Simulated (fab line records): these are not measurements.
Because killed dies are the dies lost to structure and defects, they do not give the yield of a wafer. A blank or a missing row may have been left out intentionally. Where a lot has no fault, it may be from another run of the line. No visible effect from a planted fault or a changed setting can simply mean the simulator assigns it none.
Code-filled problem report in 8D (eight disciplines) form	flow nand harc	the parts of the form that need people (team, actions taken, sign-off) are left out

## 1. WHAT WENT WRONG
At NHARC_P_ZERO_WELL_EXPOSE_21, exposure dose mJ cm2 averages 22.692 over 6 wafers from 2 lots, while fault-free wafers read 22.311, standard deviation 0.022. That is +17 standard deviations from the usual mean.
The step: exposes mask P NWELL, target cd 720 nm.
Earliest sighting: wafer L395.2 on krf scanner-02 at day 6 22:19. At this step, 36 wafers from 12 lots have a number in the record. By rule, "out" or "out of limits" means more than 4 standard deviations away from the usual mean. The rest of the wafers with a number are treated as sound.

## 2. WHAT IT IS; WHAT IT IS NOT
question	is	is not
which readings at this step	exposure dose mJ cm2	-
which lots	L395, L403	L383, L385, L387, L388, L389, L392, L393, L394, L399, L404
which wafers of those lots	all that have a number	-
read on which tools	krf scanner-02	krf scanner-01, krf scanner-04
when	from day 6 22:19	up to then (24 sound wafers); but 6 sound wafers of L399, L404 came after

## 3. THE SUSPECTS, EACH WITH WHAT RULES IT OUT
Counting: a tool at any process step up to the reading remains a suspect when it ran all the lots that are out and ran no sound lot after the first of those.
- krf scanner-02 at NHARC_P_ZERO_WELL_EXPOSE_21 (exposes mask P NWELL, target cd 720 nm): kept. It ran every lot that is out, first L395 (day 6 22:19), and no sound lot after that; its last sound lot up to then is L394 (day 6 12:19). Out on those wafers are its own readings of exposure dose mJ cm2.
Remaining after the count: krf scanner-02 at NHARC_P_ZERO_WELL_EXPOSE_21.

## 4. THE CAUSE (what the simulator had put in)
Drift in process parameters on krf scanner-02 at NHARC_P_ZERO_WELL_EXPOSE_21, starting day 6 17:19. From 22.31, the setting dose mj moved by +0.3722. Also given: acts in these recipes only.
This tool alone remained once counting was done.

## 5. THE CHAIN OF EFFECTS, in route order
Each row: a reading whose mean over the struck wafers that have a number lies more than 3 standard deviations from the usual. Only readings for which the record gives a usual standard deviation are gone through. hours: the time from each lot's start at the first step in this table that gives one to its start at this step, as a median over the lots. sigmas: the change in usual standard deviations.
hours	step	reading	usual	on struck wafers	change	sigmas
0	NHARC_P_ZERO_WELL_EXPOSE_21	exposure dose mJ cm2	22.311	22.692	+0.381	+17
Process steps it contains:
- NHARC_P_ZERO_WELL_EXPOSE_21: exposes mask P NWELL, target cd 720 nm.

## 6. WHAT WOULD HAVE CAUGHT IT SOONER
5 hours passed between the start of the fault at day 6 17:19 and the first reading out of limits in this record, taken at day 6 22:19.
